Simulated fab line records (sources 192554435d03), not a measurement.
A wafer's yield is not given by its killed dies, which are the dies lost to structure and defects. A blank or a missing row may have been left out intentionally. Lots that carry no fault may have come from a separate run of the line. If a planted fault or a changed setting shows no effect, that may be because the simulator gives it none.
Matching of chambers :: flow n5-finfet :: N5_BEOL_M9_PECVD_70 on pecvd-02: 3 sister chambers
The step deposits SiO2 from TEOS/O2, target thk 20 nm, time 22.7 s. 3 wafers are shown with their chamber, then 11 later ones without.

WAFERS WITH THEIR CHAMBER
wafer: L079.6
chamber: 1
showerhead-plenum-p-Torr (Torr): 8.75

wafer: L085.6
chamber: 2
showerhead-plenum-p-Torr (Torr): 8.81

wafer: L086.2
chamber: 0
showerhead-plenum-p-Torr (Torr): 8.67

WAFERS WITHOUT THEIR CHAMBER
wafer: L086.3
showerhead-plenum-p-Torr (Torr): 8.84

wafer: L086.6
showerhead-plenum-p-Torr (Torr): 8.68

wafer: L090.2
showerhead-plenum-p-Torr (Torr): 8.84

wafer: L090.4
showerhead-plenum-p-Torr (Torr): 8.74

wafer: L090.6
showerhead-plenum-p-Torr (Torr): 8.67

wafer: L093.4
showerhead-plenum-p-Torr (Torr): 8.74

wafer: L093.5
showerhead-plenum-p-Torr (Torr): 8.82

wafer: L093.6
showerhead-plenum-p-Torr (Torr): 8.68

wafer: L094.1
showerhead-plenum-p-Torr (Torr): 8.84

wafer: L094.4
showerhead-plenum-p-Torr (Torr): 8.67

wafer: L094.6
showerhead-plenum-p-Torr (Torr): 8.81

WHICH CHAMBER EACH WENT THROUGH
wafer: L086.3
from the rows above: 2
in truth: 2

wafer: L086.6
from the rows above: 0
in truth: 0

wafer: L090.2
from the rows above: 2
in truth: 2

wafer: L090.4
from the rows above: 1
in truth: 1

wafer: L090.6
from the rows above: 0
in truth: 0

wafer: L093.4
from the rows above: 1
in truth: 1

wafer: L093.5
from the rows above: 2
in truth: 2

wafer: L093.6
from the rows above: 0
in truth: 0

wafer: L094.1
from the rows above: 2
in truth: 2

wafer: L094.4
from the rows above: 0
in truth: 0

wafer: L094.6
from the rows above: 2
in truth: 2
Correctly placed: 11 of 11. Not placeable from these rows: 0. Placed wrongly: 0.
How it was worked out, from the rows above alone: a wafer's distance from a chamber is the root of the sum, over the readings, of the square of ((its reading less the chamber's mean) divided by the reading's scatter). If the next closest chamber is less than 2 further off than the closest, the wafer can't be placed; otherwise it belongs to the closest. Each chamber's mean is taken over the wafers shown for it. The scatter: with one shown wafer a chamber, the root of the mean of the squares of how far each hidden wafer lies from its nearest shown one.
